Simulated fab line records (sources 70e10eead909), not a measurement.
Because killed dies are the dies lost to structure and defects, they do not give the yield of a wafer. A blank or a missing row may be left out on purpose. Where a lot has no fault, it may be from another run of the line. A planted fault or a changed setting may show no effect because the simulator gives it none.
fab line records + flow nand_harc
[record]
- lots = 12
- wafers = 36
- last_day = 31
route steps=1302 shown P_GATE@157 P_CONTACT@217
lots that met no fault: from a run of the same line without faults
start_h: hours from the record's opening day to when the first of the lot's shown wafers began + wait_h: hours since the lot's step before + " the same as in the row above + L1.1+2: one row covering several wafers at once + - no value, or no start was given + * or withheld: withheld + < > ~ a bound
route shown NAME@n: a module of which the file shows steps, and the number in the route of the first + usual: mean/standard deviation of fault-free wafers + same: alike in all rows + chamber/n: place in a boat + sites: the reading at each site + _std_site: their standard deviation + _edge_site: the outer-site mean with the inner-site mean subtracted + radius_mm: for every site, how far away it sits from the centre of the wafer + mask NAME#n: copy n + behind: tool/chamber where the wafer was last shaped + hold: reason for holding the lot/hours on hold/outcome of the hold + device: which transistor (n, p or np) failed to switch + end of line: the same wafers' tests at the end of the route + for a step that has no rows: nothing shown but its recipe + killed: dies lost to structure and defects at the first sort, not the wafer's yield + map: a wafer's dies, x killed, . not, _ none there
set.NAME: the run value of the setting; set.NAME@STEP: its run value at that earlier step + model.NAME: the simulator's own value behind a step, which no gauge read
one table for each step of the route and one row for each wafer, over a sample of lots
services: from which hour (start_h, from the record's first day; less than 0 if before it) a tool's chamber was out of use, for how many hours, and why
[[steps]]
[step NHARC_P_GATE_STRIP_101]
[recipe]
- time_s = 20
- o2_flow_sccm = 500
- ar_flow_sccm = 0
- bias_w = 0
- chemistry = O2
[usual]
- drypump_motor_current_A = 5.7/0.41
- oes_product_au = 1.004/0.0069
- rf_vpp_V = 58.0/0.82
- showerhead_plenum_p_Torr = 3.60/0.14
- throttle_valve_pct = 17.036/0.0094
| lot.wafer | tool        | chamber | start_h | wait_h | drypump_motor_current_A | oes_product_au | rf_hours_counter_h | rf_vpp_V | showerhead_plenum_p_Torr | throttle_valve_pct |
|-----------|-------------|---------|---------|--------|-------------------------|----------------|--------------------|----------|--------------------------|--------------------|
| L747.1    | rie_diel-10 | 3       | 112.48  | 0.1    | 5.5                     | 1.010          | 1.9                | 58.1     | 3.40                     | 17.042             |
| L747.3    | "           | 0       | "       | "      | 5.4                     | 1.009          | 1.1                | 57.1     | 3.62                     | 17.016             |
| L747.5    | "           | 1       | "       | "      | 5.3                     | 1.009          | -                  | 58.5     | 3.52                     | 17.025             |
| L748.4    | rie_diel-10 | 0       | 117.15  | 0.0    | 5.4                     | 1.010          | 1.1                | 56.5     | 3.62                     | 17.038             |
| L748.3    | "           | 2       | "       | "      | 5.5                     | 1.002          | 1.7                | 59.1     | 3.40                     | 17.035             |
| L748.5    | "           | 0       | "       | "      | 5.4                     | 1.013          | -                  | 58.7     | 3.62                     | 17.050             |
| L749.3    | rie_diel-10 | 2       | 135.41  | 0.1    | 5.5                     | 1.003          | 3.1                | 58.5     | 3.40                     | 17.039             |
| L749.2    | "           | 0       | "       | "      | 5.4                     | 1.013          | 2.0                | 58.3     | 3.62                     | 17.046             |
| L749.6    | "           | 2       | "       | "      | 5.5                     | 0.993          | -                  | 58.2     | 3.40                     | 17.040             |
| L750.2    | rie_diel-06 | 1       | 144.68  | 0.1    | 5.3                     | 1.002          | 0.0                | 58.1     | 3.77                     | 17.014             |
| L750.4    | "           | 0       | "       | "      | 5.4                     | 1.013          | 0.0                | 58.6     | 3.71                     | 17.038             |
| L750.5    | "           | 1       | "       | "      | 5.2                     | 1.007          | -                  | 58.6     | 3.77                     | 17.048             |
| L751.4    | rie_diel-07 | 0       | 146.65  | 0.1    | 6.6                     | 1.005          | 0.8                | 58.5     | 3.75                     | 17.022             |
| L751.2    | "           | 1       | "       | "      | 5.6                     | 1.005          | 1.0                | 58.7     | 3.51                     | 17.025             |
| L751.6    | "           | 3       | "       | "      | 5.5                     | 1.020          | -                  | 57.8     | 3.64                     | 17.030             |
| L752.2    | rie_diel-07 | 1       | 167.00  | 0.1    | 5.6                     | 0.997          | 1.3                | 58.1     | 3.51                     | 17.043             |
| L752.4    | "           | 2       | "       | "      | 5.7                     | 1.002          | 1.2                | 56.4     | 3.43                     | 17.033             |
| L752.1    | "           | 3       | "       | "      | 5.5                     | 1.010          | 1.0                | 58.2     | 3.64                     | 17.032             |
| L753.4    | rie_diel-10 | 0       | 177.17  | 0.1    | 5.4                     | 1.018          | 4.3                | 58.3     | 3.62                     | 17.042             |
| L753.6    | "           | 3       | "       | "      | 5.5                     | 1.005          | -                  | 56.9     | 3.40                     | 17.036             |
| L753.5    | "           | 0       | "       | "      | 5.4                     | 1.007          | -                  | 58.0     | 3.62                     | 17.044             |
| L755.1    | rie_diel-07 | 1       | 191.88  | 0.1    | 5.7                     | 0.987          | 2.6                | 57.4     | 3.51                     | 17.028             |
| L755.4    | "           | 2       | "       | "      | 5.8                     | 0.999          | 2.5                | 58.2     | 3.43                     | 17.024             |
| L755.5    | "           | 1       | "       | "      | 5.6                     | 1.012          | -                  | 57.9     | 3.51                     | 17.036             |
| L756.3    | rie_diel-06 | 3       | 205.18  | 0.1    | 5.9                     | 0.999          | 2.6                | 58.2     | 3.78                     | 17.031             |
| L756.2    | "           | 0       | "       | "      | 5.4                     | 0.999          | 3.0                | 57.5     | 3.71                     | 17.035             |
| L756.1    | "           | 1       | "       | "      | 5.3                     | 0.995          | 3.1                | 58.8     | 3.77                     | 17.028             |
| L757.3    | rie_diel-10 | 2       | 214.58  | 0.2    | 5.5                     | 1.001          | 9.0                | 58.3     | 3.39                     | 17.048             |
| L757.1    | "           | 3       | "       | "      | 5.5                     | 1.004          | 10.0               | 58.6     | 3.40                     | 17.046             |
| L757.5    | "           | 2       | "       | "      | 5.5                     | 0.998          | -                  | 59.3     | 3.39                     | 17.042             |
| L758.1    | rie_diel-06 | 1       | 227.20  | 0.1    | 5.3                     | 0.993          | 4.3                | 57.4     | 3.77                     | 17.024             |
| L758.2    | "           | 2       | "       | "      | 6.1                     | 1.010          | 3.5                | 58.4     | 3.52                     | 17.032             |
| L758.5    | "           | 3       | "       | "      | 6.0                     | 1.004          | -                  | 59.2     | 3.78                     | 17.026             |
| L765.3    | rie_diel-07 | 3       | 291.92  | 0.1    | 5.5                     | 1.009          | 6.4                | 58.5     | 3.64                     | 17.047             |
| L765.2    | "           | 0       | "       | "      | 6.6                     | 1.013          | 6.2                | 59.0     | 3.75                     | 17.030             |
| L765.6    | "           | 2       | "       | "      | 5.7                     | 1.015          | -                  | 58.6     | 3.43                     | 17.047             |
[step NHARC_P_GATE_RTA_80]
[recipe]
- temp_c = 300
- time_s = 30
[usual]
- wafer_temp_C_max = 301.7/0.55
| lot.wafer | tool          | chamber | start_h | wait_h | wafer_temp_C_max |
|-----------|---------------|---------|---------|--------|------------------|
| L747.1    | rtp_anneal-01 | 0       | 119.18  | -      | 302.1            |
| L747.3    | "             | 0       | "       | "      | 301.4            |
| L747.5    | "             | 0       | "       | "      | 302.0            |
| L748.3    | rtp_anneal-01 | 0       | 124.01  | -      | 301.7            |
| L748.4    | "             | 0       | "       | "      | 301.8            |
| L748.5    | "             | 0       | "       | "      | 302.4            |
| L749.2    | rtp_anneal-01 | 0       | 142.30  | -      | 302.6            |
| L749.3    | "             | 0       | "       | "      | 302.1            |
| L749.6    | "             | 0       | "       | "      | 302.4            |
| L750.2    | rtp_anneal-01 | 0       | 151.64  | -      | 301.5            |
| L750.4    | "             | 0       | "       | "      | 302.5            |
| L750.5    | "             | 0       | "       | "      | 302.5            |
| L751.2    | rtp_anneal-01 | 0       | 154.11  | -      | 302.3            |
| L751.4    | "             | 0       | "       | "      | 302.4            |
| L751.6    | "             | 0       | "       | "      | 302.0            |
| L752.1    | rtp_anneal-02 | 0       | 173.85  | -      | 301.8            |
| L752.2    | "             | 0       | "       | "      | 301.6            |
| L752.4    | "             | 0       | "       | "      | 301.0            |
| L753.4    | rtp_anneal-02 | 0       | 183.87  | -      | 300.9            |
| L753.5    | "             | 0       | "       | "      | 301.1            |
| L753.6    | "             | 0       | "       | "      | 301.0            |
| L755.1    | rtp_anneal-02 | 0       | 198.56  | -      | 301.6            |
| L755.4    | "             | 0       | "       | "      | 301.2            |
| L755.5    | "             | 0       | "       | "      | 301.7            |
| L756.1    | rtp_anneal-02 | 0       | 211.84  | -      | 301.2            |
| L756.2    | "             | 0       | "       | "      | 301.2            |
| L756.3    | "             | 0       | "       | "      | 301.1            |
| L757.1    | rtp_anneal-01 | 0       | 221.25  | -      | 301.6            |
| L757.3    | "             | 0       | "       | "      | 301.8            |
| L757.5    | "             | 0       | "       | "      | 302.1            |
| L758.1    | rtp_anneal-02 | 0       | 233.87  | -      | 300.7            |
| L758.2    | "             | 0       | "       | "      | 301.1            |
| L758.5    | "             | 0       | "       | "      | 301.0            |
| L765.2    | rtp_anneal-02 | 0       | 298.75  | -      | 301.0            |
| L765.3    | "             | 0       | "       | "      | 301.2            |
| L765.6    | "             | 0       | "       | "      | 301.5            |
[step NHARC_P_CONTACT_DEP_30]
[recipe]
- target_thk_a = 300
- temp_c = 400
- target_thk_nm = 30
- flow_sccm = 200
- rf_w = 450
- material = SiNx
[usual]
- heater_power_w = 704/70
- rf_fwd_power_W = 448.9/1.4
| lot.wafer | tool     | chamber | start_h | wait_h | heater_power_w | rf_fwd_power_W |
|-----------|----------|---------|---------|--------|----------------|----------------|
| L747.1    | pecvd-03 | 2       | 119.90  | 0.1    | 734            | 449.8          |
| L747.3    | "        | 0       | "       | "      | 736            | 447.7          |
| L747.5    | "        | 1       | "       | "      | 688            | 447.5          |
| L748.3    | pecvd-02 | 2       | 124.68  | 0.1    | 752            | 446.1          |
| L748.5    | "        | 0       | "       | "      | 680            | 449.3          |
| L748.4    | "        | 1       | "       | "      | 768            | 451.0          |
| L749.3    | pecvd-03 | 2       | 143.00  | 0.1    | 696            | 446.7          |
| L749.2    | "        | 1       | "       | "      | 636            | 448.5          |
| L749.6    | "        | 2       | "       | "      | 703            | 449.2          |
| L750.2    | pecvd-02 | 0       | 152.34  | 0.1    | 688            | 448.8          |
| L750.4    | "        | 0       | "       | "      | 693            | 448.7          |
| L750.5    | "        | 2       | "       | "      | 818            | 449.8          |
| L751.2    | pecvd-03 | 0       | 154.84  | 0.1    | 649            | 446.6          |
| L751.4    | "        | 2       | "       | "      | 727            | 449.2          |
| L751.6    | "        | 0       | "       | "      | 676            | 448.7          |
| L752.2    | pecvd-03 | 0       | 174.61  | 0.1    | 653            | 447.6          |
| L752.1    | "        | 1       | "       | "      | 669            | 451.4          |
| L752.4    | "        | 2       | "       | "      | 742            | 448.4          |
| L753.4    | pecvd-03 | 1       | 184.62  | 0.2    | 572            | 448.1          |
| L753.5    | "        | 2       | "       | "      | 707            | 449.1          |
| L753.6    | "        | 0       | "       | "      | 713            | 449.9          |
| L755.1    | pecvd-02 | 0       | 199.37  | 0.1    | 667            | 448.8          |
| L755.4    | "        | 1       | "       | "      | 663            | 447.8          |
| L755.5    | "        | 2       | "       | "      | 818            | 448.5          |
| L756.1    | pecvd-04 | 1       | 212.57  | 0.1    | 836            | 448.0          |
| L756.2    | "        | 2       | "       | "      | 742            | 448.0          |
| L756.3    | "        | 0       | "       | "      | 826            | 449.0          |
| L757.3    | pecvd-03 | 1       | 221.97  | 0.1    | 693            | 450.2          |
| L757.1    | "        | 0       | "       | "      | 707            | 446.8          |
| L757.5    | "        | 1       | "       | "      | 692            | 450.6          |
| L758.1    | pecvd-03 | 1       | 234.63  | 0.1    | 699            | 449.0          |
| L758.2    | "        | 0       | "       | "      | 601            | 444.2          |
| L758.5    | "        | 2       | "       | "      | 717            | 448.2          |
| L765.3    | pecvd-02 | 0       | 299.44  | 0.1    | 624            | 451.6          |
| L765.2    | "        | 1       | "       | "      | 693            | 522.1          |
| L765.6    | "        | 2       | "       | "      | 795            | 449.9          |
[step NHARC_P_CONTACT_ETCH_35]
[recipe]
- target_depth_a = 390
- over_etch_frac = 0.3
- time_s = 65
- ion_energy_ev = 80
- cf4_flow_sccm = 150
- ar_flow_sccm = 0
- rf_w = 300
- bias_w = 100
- chemistry = CF4
[usual]
- drypump_motor_current_A = 5.9/0.52
- oes_product_au = 0.999/0.007
- rf_vpp_V = 151.4/1.4
- showerhead_plenum_p_Torr = 1.78/0.082
- throttle_valve_pct = 13.284/0.01
| lot.wafer | tool        | chamber | start_h | wait_h | drypump_motor_current_A | oes_product_au | rf_hours_counter_h | rf_vpp_V | showerhead_plenum_p_Torr | throttle_valve_pct |
|-----------|-------------|---------|---------|--------|-------------------------|----------------|--------------------|----------|--------------------------|--------------------|
| L747.3    | rie_diel-04 | 1       | 121.73  | 0.1    | 5.1                     | 1.000          | 3.4                | 150.8    | 1.68                     | 13.298             |
| L747.1    | "           | 2       | "       | "      | 6.5                     | 1.004          | 3.2                | 151.9    | 1.89                     | 13.280             |
| L747.5    | "           | 0       | "       | "      | 4.9                     | 1.008          | -                  | 152.8    | 1.82                     | 13.303             |
| L748.3    | rie_diel-01 | 2       | 126.50  | 0.1    | 6.0                     | 1.003          | 2.8                | 153.1    | 1.81                     | 13.278             |
| L748.4    | "           | 1       | "       | "      | 6.4                     | 1.005          | 2.7                | 149.8    | 1.67                     | 13.274             |
| L748.5    | "           | 2       | "       | "      | 6.0                     | 0.999          | -                  | 151.7    | 1.81                     | 13.283             |
| L749.2    | rie_diel-04 | 3       | 144.82  | 0.1    | 5.6                     | 1.004          | 3.0                | 151.3    | 1.76                     | 13.291             |
| L749.3    | "           | 1       | "       | "      | 5.0                     | 0.997          | 4.0                | 149.4    | 1.68                     | 13.275             |
| L749.6    | "           | 3       | "       | "      | 5.6                     | 0.995          | -                  | 148.9    | 1.75                     | 13.290             |
| L750.4    | rie_diel-04 | 2       | 154.04  | 0.1    | 6.5                     | 1.007          | 4.1                | 153.0    | 1.89                     | 13.300             |
| L750.2    | "           | 0       | "       | "      | 4.9                     | 1.010          | 3.6                | 151.5    | 1.82                     | 13.272             |
| L750.5    | "           | 2       | "       | "      | 6.6                     | 1.007          | -                  | 153.5    | 1.89                     | 13.286             |
| L751.2    | rie_diel-04 | 0       | 156.95  | 0.5    | 4.9                     | 1.000          | 3.9                | 153.0    | 1.82                     | 13.281             |
| L751.4    | "           | 3       | "       | "      | 5.6                     | 1.000          | 3.8                | 151.8    | 1.75                     | 13.284             |
| L751.6    | "           | 1       | "       | "      | 5.1                     | 0.991          | -                  | 149.6    | 1.68                     | 13.311             |
| L752.1    | rie_diel-01 | 2       | 176.39  | 0.1    | 6.0                     | 1.010          | 4.0                | 151.7    | 1.81                     | 13.284             |
| L752.4    | "           | 3       | "       | "      | 6.1                     | 0.996          | 3.8                | 151.6    | 1.73                     | 13.293             |
| L752.2    | "           | 0       | "       | "      | 5.9                     | 1.000          | 2.9                | 151.9    | 1.90                     | 13.283             |
| L753.5    | rie_diel-12 | 2       | 186.26  | 0.1    | 6.2                     | 1.002          | -                  | 151.3    | 1.83                     | 13.302             |
| L753.4    | "           | 3       | "       | "      | 6.0                     | 1.006          | -                  | 150.1    | 1.66                     | 13.287             |
| L753.6    | "           | 1       | "       | "      | 6.2                     | 0.999          | -                  | 150.2    | 1.72                     | 13.269             |
| L755.1    | rie_diel-01 | 3       | 201.03  | 0.1    | 6.1                     | 0.989          | 4.3                | 149.2    | 1.73                     | 13.294             |
| L755.4    | "           | 0       | "       | "      | 5.9                     | 1.002          | 3.5                | 153.8    | 1.90                     | 13.283             |
| L755.5    | "           | 2       | "       | "      | 6.0                     | 1.001          | -                  | 151.3    | 1.81                     | 13.286             |
| L756.3    | rie_diel-04 | 3       | 214.40  | 0.1    | 5.6                     | 0.994          | 0.7                | 151.5    | 1.75                     | 13.294             |
| L756.1    | "           | 0       | "       | "      | 4.9                     | 1.001          | 0.5                | 151.2    | 1.82                     | 13.275             |
| L756.2    | "           | 2       | "       | "      | 6.5                     | 0.996          | 0.6                | 152.1    | 1.89                     | 13.274             |
| L757.1    | rie_diel-12 | 3       | 223.78  | 0.1    | 6.0                     | 0.997          | 6.5                | 148.2    | 1.66                     | 13.271             |
| L757.3    | "           | 2       | "       | "      | 6.2                     | 1.006          | 6.5                | 153.1    | 1.83                     | 13.282             |
| L757.5    | "           | 0       | "       | "      | 6.0                     | 0.992          | -                  | 151.5    | 1.89                     | 13.295             |
| L758.1    | rie_diel-04 | 1       | 236.31  | 0.1    | 5.1                     | 0.996          | 0.8                | 149.8    | 1.68                     | 13.289             |
| L758.2    | "           | 2       | "       | "      | 6.5                     | 1.002          | 1.5                | 153.2    | 1.89                     | 13.287             |
| L758.5    | "           | 1       | "       | "      | 5.1                     | 1.001          | -                  | 149.9    | 1.68                     | 13.278             |
| L765.3    | rie_diel-04 | 0       | 301.26  | 0.1    | 4.9                     | 0.998          | 3.0                | 152.1    | 1.82                     | 13.300             |
| L765.2    | "           | 1       | "       | "      | 5.1                     | 1.001          | 2.1                | 151.3    | 1.68                     | 13.305             |
| L765.6    | "           | 3       | "       | "      | 5.6                     | 1.013          | -                  | 151.0    | 1.75                     | 13.288             |
[[services]]
| tool        | chamber | start_h | hours | kind   |
|-------------|---------|---------|-------|--------|
| rie_diel-10 | 0       | 91.33   | 3.2   | repair |
| rie_diel-04 | 0       | 100.87  | 6.5   | repair |
| rie_diel-01 | 0       | 101.95  | 13.0  | repair |
| pecvd-03    | -       | 102.63  | 11.5  | repair |
| rie_diel-10 | 2       | 103.68  | 13.4  | repair |
| rie_diel-06 | 2       | 108.63  | 3.4   | repair |
| rie_diel-07 | -       | 117.20  | 9.0   | pm     |
| rie_diel-06 | -       | 130.30  | 9.0   | pm     |
| rie_diel-07 | 3       | 139.19  | 1.3   | repair |
| rie_diel-01 | 1       | 153.58  | 5.4   | repair |
| rie_diel-06 | -       | 175.52  | 0.6   | repair |
| rie_diel-04 | -       | 177.95  | 9.0   | pm     |
| pecvd-03    | -       | 185.00  | 13.0  | pm     |
| rie_diel-04 | 1       | 202.27  | 5.6   | repair |
| rie_diel-04 | 0       | 202.63  | 6.6   | repair |
| rie_diel-04 | 1       | 213.65  | 8.8   | repair |
| pecvd-02    | -       | 227.44  | 13.0  | pm     |
| rie_diel-10 | -       | 242.67  | 9.0   | pm     |
| rie_diel-04 | 1       | 262.72  | 10.7  | repair |
| rie_diel-04 | 3       | 263.05  | 1.7   | repair |
| rie_diel-10 | 2       | 265.30  | 3.0   | repair |
| pecvd-02    | 0       | 276.65  | 2.2   | repair |
| rie_diel-07 | -       | 294.20  | 9.0   | pm     |
| pecvd-03    | -       | 296.03  | 4.8   | repair |
[[key]]
[first_sign]
- step = NHARC_P_CONTACT_DEP_30
- reading = rf_fwd_power_W
- direction = up
- sigmas = 52
- usual = *
- struck = *
effect none on later readings
met_at NHARC_P_CONTACT_DEP_30
struck_lots L765
struck_wafers L765.2
tester_left_out L765
not_acting_at NHARC_P_GATE_STRIP_101,NHARC_P_GATE_RTA_80,NHARC_P_CONTACT_ETCH_35
onset_between 199.37 299.44
[fault]
- kind = process_parameter_drift
- tool = pecvd-02
- chamber = 1
- onset_h = 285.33
- steps = NHARC_P_CONTACT_DEP_30
- channel = rf_w
- offset = *
- shape = step
- end_h = 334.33
- acts_in = *
- stated = *
// tester_left_out: of these lots the tester's yield and bins aren't shown, on N5 and GAA mostly nor the transistor test; their killed dies are dies lost to structure and defects alone, not to doping, threshold or leakage, so they don't give the yield
